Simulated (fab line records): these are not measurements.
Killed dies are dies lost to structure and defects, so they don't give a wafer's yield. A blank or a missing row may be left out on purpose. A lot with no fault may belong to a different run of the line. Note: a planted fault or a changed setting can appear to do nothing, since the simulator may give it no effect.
fab line records	flow n5Finfet
record: lots: 11	wafers: 33	lastDay: 18
route steps=1938 shown BEOL_M0@724 MIM_BOT_ETCH@1869 TV_OPEN@1889 PASSIVATION@1911
lots with no fault: from the same line, run without faults
startH: the number of hours between the record's first day and the start of the first shown wafer of the lot	waitH: time in hours since the lot's previous step	" repeats the value in the row above	L1.1+2: one row covering several wafers at once	- either no value or no given start	* or withheld: withheld	< > ~ a bound
route shown NAME@n: NAME is a module with steps in the file, n the number in the route of the first one	usual: mean/standard deviation taken from wafers without a fault	same: alike in all rows	chamber/n: place in a boat	sites: each site's reading	_std_site: standard deviation of those values	_edge_site: outer sites' mean less inner sites'	radiusMm: for every site, how far away it sits from the centre of the wafer	mask NAME#n: copy n	behind: the most recent tool/chamber to have shaped the wafer	hold: why the lot was held/for how many hours/how that ended	device: the n, p or np transistor that did not switch	end of line: the tests these same wafers got at the end of their route	step lacking rows: just its recipe	killed: at the first sort, the dies lost to defects and structure; wafer yield is something else	map: a wafer's dies, x killed, . not, _ none there
set.NAME: the setting the step ran with; set.NAME@STEP: the setting that earlier step ran with	model.NAME: the simulator's own value behind a step, which no gauge read
one table for each step of the route and one row for each wafer, over a sample of lots
services: from which hour (startH, from the record's first day; less than 0 if before it) a tool's chamber was out of use, for how many hours, and why
== steps ==
step: N5_BEOL_M0_HM_STRIP_129
recipe: chemistry: peroxideTinStrip	material: TiN	targetDepthA: 170	tempC: 50	timeS: 108
lot.wafer	tool	chamber	startH	waitH
L297.3+4+6	wetBench-03	7,6,3	116.59	0.0
L299.3+5+6	wetBench-01	2,4,1	131.00	0.0
L300.1+2+6	wetBench-01	7,6,3	140.39	0.0
L301.3+5+6	wetBench-03	2,7,0	143.80	0.0
L302.2+3+6	wetBench-01	7,6,0	151.65	0.0
L310.1+4+5	wetBench-03	1,0,3	197.13	0.0
L313.2+4+6	wetBench-01	4,0,1	210.21	0.0
L314.2+4+5	wetBench-01	4,0,7	231.11	0.0
L317.3+4+5	wetBench-01	1,2,7	237.76	0.0
L315.1+2+5	wetBench-04	6,4,1	241.11	0.1
L320.2+3+5	wetBench-01	1,4,0	256.47	0.0
step: N5_MIM_BOT_ETCH_STRIP_01
recipe: chemistry: O2	powerW: 600	tempC: 60	pressureMtorr: 30	rfFrequencyHz: 6e+07	biasPowerW: 0	overashFraction: 0.5	o2FlowSccm: 225
usual: drypumpMotorCurrentA: 5.6/0.48	oesProductAu: 0.76/0.062	rfVppV: 3.7/1.4	showerheadPlenumPTorr: 2.07/0.081	throttleValvePct: 16.69/0.11
lot.wafer	tool	chamber	startH	waitH	drypumpMotorCurrentA	oesProductAu	rfHoursCounterH	rfVppV	showerheadPlenumPTorr	throttleValvePct
L297.3	rieDiel-01	3	260.20	0.1	6.3	0.75	145	1.9	2.02	16.71
L297.4	"	0	"	"	6.2	0.80	-	5.3	2.02	16.66
L297.6	"	1	"	"	5.0	0.90	-	3.3	2.25	16.66
L299.3	rieDiel-01	2	285.43	0.1	5.6	0.76	158	1.7	2.10	16.78
L299.5	"	1	"	"	5.0	0.85	-	4.6	2.24	16.70
L299.6	"	2	"	"	5.6	0.76	-	5.0	2.10	16.76
L301.3	rieDiel-01	0	287.98	0.1	6.2	0.77	104	2.2	2.02	16.67
L301.5	"	1	"	"	5.0	0.87	-	3.7	2.24	16.65
L301.6	"	0	"	"	6.2	0.78	-	3.1	2.02	16.66
L300.1	rieDiel-02	1	292.31	0.2	6.1	0.73	179	4.8	1.98	16.76
L300.2	"	2	"	"	5.7	0.84	83	5.2	2.01	16.64
L300.6	"	0	"	"	5.2	0.67	-	3.1	2.06	16.81
L302.2	rieDiel-02	1	350.26	0.1	6.1	0.71	199	2.4	1.98	16.80
L302.3	"	2	"	"	5.7	0.82	103	2.5	2.01	16.72
L302.6	"	1	"	"	6.1	0.72	-	3.8	1.98	16.80
L310.1	rieDiel-04	2	378.90	0.1	4.8	0.79	111	3.4	2.10	16.50
L310.4	"	0	"	"	6.1	0.77	107	4.6	2.01	16.62
L310.5	"	2	"	"	4.7	0.79	-	4.5	2.10	16.51
L313.2	rieDiel-04	2	389.84	0.1	4.8	0.80	114	1.6	2.10	16.56
L313.4	"	0	"	"	6.1	0.78	110	5.1	2.00	16.54
L313.6	"	0	"	"	6.1	0.79	-	5.9	2.00	16.55
L314.2	rieDiel-01	0	393.78	0.1	6.2	0.78	141	3.0	2.01	16.70
L314.4	"	3	"	"	6.3	0.72	186	4.5	2.00	16.77
L314.5	"	3	"	"	6.2	0.72	-	3.3	2.00	16.77
L315.1	rieDiel-04	1	424.30	0.1	5.4	0.68	216	2.3	1.99	16.82
L315.2	"	0	"	"	6.1	0.77	123	3.6	2.00	16.59
L315.5	"	2	"	"	4.7	0.78	-	2.3	2.10	16.51
L317.3	rieDiel-04	2	425.00	0.1	4.8	0.79	126	3.3	2.10	16.57
L317.4	"	3	"	"	5.5	0.76	128	2.2	2.11	16.73
L317.5	"	1	"	"	5.4	0.71	-	5.3	1.99	16.77
L320.2	rieDiel-01	2	426.57	0.3	5.6	0.71	207	2.6	2.08	16.84
L320.3	"	1	"	"	5.1	0.80	86	3.4	2.22	16.80
L320.5	"	1	"	"	5.1	0.79	-	5.8	2.23	16.75
step: N5_PASSIVATION_STRIP_14
recipe: chemistry: O2	powerW: 600	tempC: 60	pressureMtorr: 30	rfFrequencyHz: 6e+07	biasPowerW: 0	overashFraction: 0.5	o2FlowSccm: 225
usual: drypumpMotorCurrentA: 5.77/0.26	oesProductAu: 0.79/0.08	rfVppV: 3.7/0.96	showerheadPlenumPTorr: 2.11/0.071	throttleValvePct: 16.62/0.26
lot.wafer	tool	chamber	startH	waitH	drypumpMotorCurrentA	oesProductAu	rfHoursCounterH	rfVppV	showerheadPlenumPTorr	throttleValvePct
L297.3	rieDiel-05	2	262.21	0.1	6.02	0.69	227	4.5	1.97	16.95
L297.4	"	1	"	"	5.92	0.69	235	4.1	2.17	17.09
L297.6	"	2	"	"	6.07	0.70	-	3.2	1.97	16.97
L301.3	rieDiel-03	0	290.82	0.1	5.60	0.86	77	3.4	2.14	16.61
L301.5	"	2	"	"	5.72	0.83	-	3.4	2.21	16.40
L301.6	"	3	"	"	5.46	0.76	-	3.8	2.01	16.82
L299.3	rieDiel-05	2	291.07	0.1	6.06	0.68	233	4.8	1.97	16.94
L299.5	"	3	"	"	5.63	0.85	-	3.3	2.11	16.53
L299.6	"	2	"	"	6.03	0.68	-	3.0	1.97	16.93
L300.1	rieDiel-03	1	293.75	0.1	6.36	0.71	201	4.4	2.18	16.51
L300.2	"	2	"	"	5.70	0.83	91	3.6	2.21	16.38
L300.6	"	3	"	"	5.44	0.76	-	3.5	2.01	16.83
L302.2	rieDiel-03	3	353.83	0.1	5.49	0.74	173	3.1	2.01	16.84
L302.3	"	2	"	"	5.72	0.83	106	2.7	2.20	16.40
L302.6	"	2	"	"	5.71	0.83	-	3.8	2.20	16.40
L310.1	rieDiel-05	0	381.86	0.1	5.59	0.84	63	2.9	2.11	16.17
L310.4	"	1	"	"	5.93	0.95	12	5.1	2.16	16.64
L310.5	"	3	"	"	5.61	0.82	-	3.1	2.10	16.58
L313.2	rieDiel-03	2	391.67	0.1	5.71	0.81	118	3.9	2.20	16.41
L313.4	"	0	"	"	5.62	0.81	107	7.6	2.13	16.72
L313.6	"	0	"	"	5.64	0.82	-	3.2	2.13	16.68
L314.2	rieDiel-06	1	398.22	0.1	5.40	0.71	211	2.1	2.17	16.91
L314.4	"	3	"	"	5.86	0.80	-	2.4	2.01	16.32
L314.5	"	1	"	"	5.42	0.72	-	2.8	2.17	16.90
L315.1	rieDiel-06	0	425.88	0.1	6.05	0.92	3	2.3	2.04	16.35
L315.2	"	1	"	"	5.41	0.71	220	1.9	2.17	16.88
L315.5	"	2	"	"	5.82	0.70	-	4.7	2.08	17.00
L317.3	rieDiel-03	1	428.82	0.1	6.31	0.66	240	3.3	2.16	16.56
L317.4	"	3	"	"	5.46	0.73	195	4.2	2.00	16.90
L317.5	"	0	"	"	5.61	0.80	-	6.0	2.13	16.69
L320.2	rieDiel-05	0	430.05	0.1	5.64	0.82	79	4.7	2.11	16.18
L320.3	"	3	"	"	5.65	0.80	93	4.6	2.10	16.63
L320.5	"	0	"	"	5.64	0.83	-	5.1	2.11	16.20
step: N5_PASSIVATION_STRIP_34
recipe: chemistry: O2	powerW: 600	tempC: 60	pressureMtorr: 30	rfFrequencyHz: 6e+07	biasPowerW: 0	overashFraction: 2	o2FlowSccm: 225
usual: drypumpMotorCurrentA: 5.7/0.49	oesProductAu: 0.77/0.059	rfVppV: 3.4/1.7	showerheadPlenumPTorr: 2.07/0.081	throttleValvePct: 16.69/0.11
lot.wafer	tool	chamber	startH	waitH	drypumpMotorCurrentA	oesProductAu	rfHoursCounterH	rfVppV	showerheadPlenumPTorr	throttleValvePct
L297.3	rieDiel-01	0	263.95	0.1	6.2	0.82	97	2.2	2.02	16.67
L297.4	"	1	"	"	5.1	0.88	30	2.9	2.25	16.63
L297.6	"	0	"	"	6.2	0.80	-	4.0	2.02	16.73
L301.3	rieDiel-02	3	292.44	0.1	5.9	0.73	173	2.9	2.18	16.48
L301.5	"	0	"	"	5.2	0.66	-	2.5	2.05	16.74
L301.6	"	1	"	"	6.2	0.75	-	4.7	1.98	16.76
L299.3	rieDiel-01	3	293.07	0.2	6.1	0.78	154	1.6	2.01	16.71
L299.5	"	3	"	"	6.2	0.75	-	6.4	2.01	16.70
L299.6	"	2	"	"	5.6	0.75	-	5.7	2.10	16.73
L300.1	rieDiel-01	1	296.61	0.1	5.0	0.86	40	4.2	2.24	16.66
L300.2	"	0	"	"	6.2	0.78	107	4.1	2.02	16.72
L300.6	"	2	"	"	5.7	0.75	-	3.3	2.10	16.75
L302.2	rieDiel-02	2	356.80	0.3	5.7	0.79	106	3.0	2.00	16.76
L302.3	"	3	"	"	5.9	0.73	194	1.5	2.18	16.54
L302.6	"	2	"	"	5.7	0.82	-	2.9	2.01	16.79
L310.1	rieDiel-02	0	384.11	0.1	5.3	1.00	3	6.9	2.05	16.45
L310.4	"	3	"	"	5.9	0.71	206	2.3	2.17	16.54
L310.5	"	1	"	"	6.1	0.71	-	4.2	1.97	16.82
L313.2	rieDiel-04	2	393.75	0.3	4.8	0.77	115	3.1	2.10	16.49
L313.4	"	3	"	"	5.5	0.77	116	3.9	2.11	16.72
L313.6	"	0	"	"	6.1	0.77	-	1.0	2.00	16.56
L314.2	rieDiel-04	0	400.15	0.1	6.1	0.77	114	4.5	2.00	16.58
L314.4	"	2	"	"	4.7	0.80	118	2.8	2.10	16.46
L314.5	"	2	"	"	4.8	0.80	-	5.0	2.10	16.50
L315.1	rieDiel-04	3	428.99	0.1	5.5	0.75	129	2.7	2.11	16.67
L315.2	"	0	"	"	6.1	0.76	124	5.6	2.00	16.59
L315.5	"	3	"	"	5.5	0.75	-	1.3	2.11	16.72
L317.3	rieDiel-01	3	431.47	0.1	6.1	0.71	199	5.6	2.00	16.80
L317.4	"	2	"	"	5.6	0.71	209	3.0	2.08	16.81
L317.5	"	3	"	"	6.1	0.70	-	2.2	2.00	16.82
L320.2	rieDiel-01	3	431.92	0.1	6.2	0.71	199	1.5	2.00	16.81
L320.3	"	1	"	"	5.0	0.81	88	5.0	2.23	16.84
L320.5	"	3	"	"	6.1	0.70	-	1.6	2.00	16.77
step: N5_PASSIVATION_PROBE_49
usual: defectLimitedYield: 91.5/1.5	killed_at_M0_to_M3: 33/10	killed_at_M4_up: 15/6.4	killedAtContacts: 12/5.4	killedAtFrontEnd: 38/9.8	killedAtOther: 4/3.1	killedDies: 101/18	killedOnRim: 13/3.9	killedOpen: 67/14	killedShort: 33/7.9	sort_bin_5_function: 5.0/1	sort_bin_6_memory: 3.2/0.67	sortNPass: 1079/18	sortYieldPct: 91.5/1.5
same: grossDies: 1180	killedAtBackSide: 0	sort_bin_4_leakage[%]: 0	sort_bin_8_speed[%]: 0
lot.wafer	tool	chamber	startH	waitH	defectLimitedYield[%]	killed_at_M0_to_M3	killed_at_M4_up	killedAtContacts	killedAtFrontEnd	killedAtOther	killedDies	killedOnRim	killedOpen	killedShort	sort_bin_5_function[%]	sort_bin_6_memory[%]	sortNPass	sortYieldPct[%]
L300.1	prober-01	-	300.78	0.0	83.1	113	8	21	58	0	200	29	84	27	9.2	4.8	980	83.1
L300.2	prober-01	-	300.83	0.1	84.2	106	18	25	37	1	187	32	79	29	9.9	4.2	993	84.2
L300.6	prober-01	-	301.03	0.3	83.3	142	8	14	31	2	197	31	59	24	10.3	3.6	983	83.3
L302.2	prober-02	-	361.65	0.1	85.1	132	4	14	24	2	176	25	51	35	9.7	3.1	1004	85.1
L302.3	prober-02	-	361.70	0.1	83.6	127	15	16	33	2	193	27	71	42	9.3	5.3	987	83.6
L302.6	prober-02	-	361.85	0.3	79.7	182	9	13	35	1	240	14	79	34	13.6	4.0	940	79.7
L310.1	prober-01	-	388.32	0.0	91.5	37	16	8	35	4	100	18	61	35	5.5	2.8	1080	91.5
L310.4	prober-01	-	388.47	0.2	91.8	35	15	20	23	4	97	14	60	35	4.6	3.5	1083	91.8
L310.5	prober-01	-	388.52	0.2	92.4	31	23	11	23	2	90	11	59	30	4.0	3.5	1090	92.4
killed by level:class
L300.1 BEOL_M0:unspecified=87 MOL_CONTACT_COAG:geometricParticle:open=19 STI_FIN_REVEAL:geometricParticle:open=17 FIN_SAQP:geometricParticle:open=13 FIN_SAQP:geometricParticle:short=7 DUMMY_GATE:geometricParticle:open=6 BEOL_M1:geometricParticle:open=5 BEOL_M2:geometricParticle:open=5
L300.2 BEOL_M0:unspecified=78 MOL_CONTACT_COAG:geometricParticle:open=23 STI_FIN_REVEAL:geometricParticle:open=9 BEOL_M3:geometricParticle:open=9 BEOL_M4:geometricParticle:open=8 FIN_SAQP:geometricParticle:open=7 BEOL_M0_SAQP:geometricParticle:short=7 FIN_SAQP:geometricParticle:short=6
L300.6 BEOL_M0:unspecified=114 MOL_CONTACT_COAG:geometricParticle:open=11 BEOL_M3:geometricParticle:open=8 DUMMY_GATE:geometricParticle:open=7 FIN_SAQP:geometricParticle:open=6 BEOL_M0_SAQP:geometricParticle:short=6 BEOL_M2:geometricParticle:open=6 ILD0:geometricParticle:short=5
L302.2 BEOL_M0:unspecified=89 BEOL_M0_SAQP:geometricParticle:short=13 MOL_CONTACT_COAG:geometricParticle:open=12 BEOL_M0_SAQP:geometricParticle:open=12 BEOL_M1:geometricParticle:open=7 BEOL_M3:geometricParticle:open=5 GATE_CUT:geometricParticle:short=4 BEOL_M1:geometricParticle:short=4
L302.3 BEOL_M0:unspecified=79 BEOL_M0_SAQP:geometricParticle:short=13 MOL_CONTACT_COAG:geometricParticle:open=12 STI_FIN_REVEAL:geometricParticle:open=11 BEOL_M1:geometricParticle:open=11 BEOL_M3:geometricParticle:open=7 BEOL_M0_SAQP:geometricParticle:open=6 BEOL_M1:geometricParticle:short=6
L302.6 BEOL_M0:unspecified=127 BEOL_M1:geometricParticle:open=17 MOL_CONTACT_COAG:geometricParticle:open=13 STI_FIN_REVEAL:geometricParticle:open=12 BEOL_M0_SAQP:geometricParticle:short=10 BEOL_M3:geometricParticle:open=9 FIN_SAQP:geometricParticle:short=6 BEOL_M0_SAQP:geometricParticle:open=6
L310.1 BEOL_M4:geometricParticle:open=10 MOL_CONTACT_COAG:geometricParticle:open=7 BEOL_M1:geometricParticle:open=7 FIN_SAQP:geometricParticle:open=6 BEOL_M0_SAQP:geometricParticle:open=6 BEOL_M2:geometricParticle:open=6 BEOL_M3:geometricParticle:open=6 ILD0:geometricParticle:short=5
L310.4 MOL_CONTACT_COAG:geometricParticle:open=14 BEOL_M3:geometricParticle:open=11 BEOL_M4:geometricParticle:open=7 MOL_CONTACT_COAG:geometricParticle:short=6 BEOL_M0:geometricParticle:open=6 STARTING-WAFER:geometricParticle:open=6 BEOL_M2:geometricParticle:open=5 BEOL_M0_SAQP:geometricParticle:short=3
L310.5 BEOL_M4:geometricParticle:open=12 MOL_CONTACT_COAG:geometricParticle:open=9 BEOL_M0_SAQP:geometricParticle:short=8 BEOL_M0_SAQP:geometricParticle:open=7 BEOL_M3:geometricParticle:open=6 BEOL_M1:geometricParticle:open=6 BEOL_M4:geometricParticle:short=5 DUMMY_GATE:geometricParticle:open=4
== services ==
tool	chamber	startH	hours	kind
rieDiel-04	-	93.97	28.1	pm
rieDiel-03	2	120.54	4.1	repair
rieDiel-01	3	123.27	6.5	repair
rieDiel-02	0	128.23	12.0	repair
rieDiel-04	-	131.45	0.3	repair
rieDiel-03	-	157.42	0.6	repair
rieDiel-03	3	181.91	13.3	repair
rieDiel-01	-	196.61	0.9	repair
rieDiel-04	3	198.02	17.3	repair
rieDiel-05	3	199.25	6.7	repair
rieDiel-05	-	215.61	0.7	repair
rieDiel-02	2	220.41	6.5	repair
rieDiel-04	1	221.06	3.8	repair
rieDiel-01	2	231.74	9.0	repair
wetBench-01	-	239.10	12.6	repair
rieDiel-03	1	264.32	8.9	repair
rieDiel-04	1	279.28	15.5	repair
rieDiel-01	3	303.58	4.3	repair
wetBench-01	-	315.41	2.6	repair
rieDiel-04	1	320.36	8.2	repair
wetBench-01	-	339.52	1.9	pm
rieDiel-04	-	354.93	2.8	pm
rieDiel-02	2	384.68	51.3	repair
rieDiel-01	3	425.38	4.0	repair
== key ==
firstSign: step: N5_PASSIVATION_PROBE_49	reading: killed_at_M0_to_M3	direction: up	sigmas: 10	usual: 33	struck: 134
effect: step: N5_PASSIVATION_PROBE_49	reading: defectLimitedYield	direction: down	sigmas: 5.5	usual: 91.5	struck: 83.1
moreKillsBornAt: N5_BEOL_M0_HM_STRIP_129@wetBench-01: 574
metAt N5_BEOL_M0_HM_STRIP_129
struckLots L300,L302
notActingAt N5_MIM_BOT_ETCH_STRIP_01,N5_PASSIVATION_STRIP_14,N5_PASSIVATION_STRIP_34
onsetBetween 131.00 140.39
fault: kind: chamberParticleSource	tool: wetBench-01	chamber: -	onsetH: 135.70	steps: N5_BEOL_M0_HM_STRIP_129	ratePerVisitCm2: 0.88326	endH: 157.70
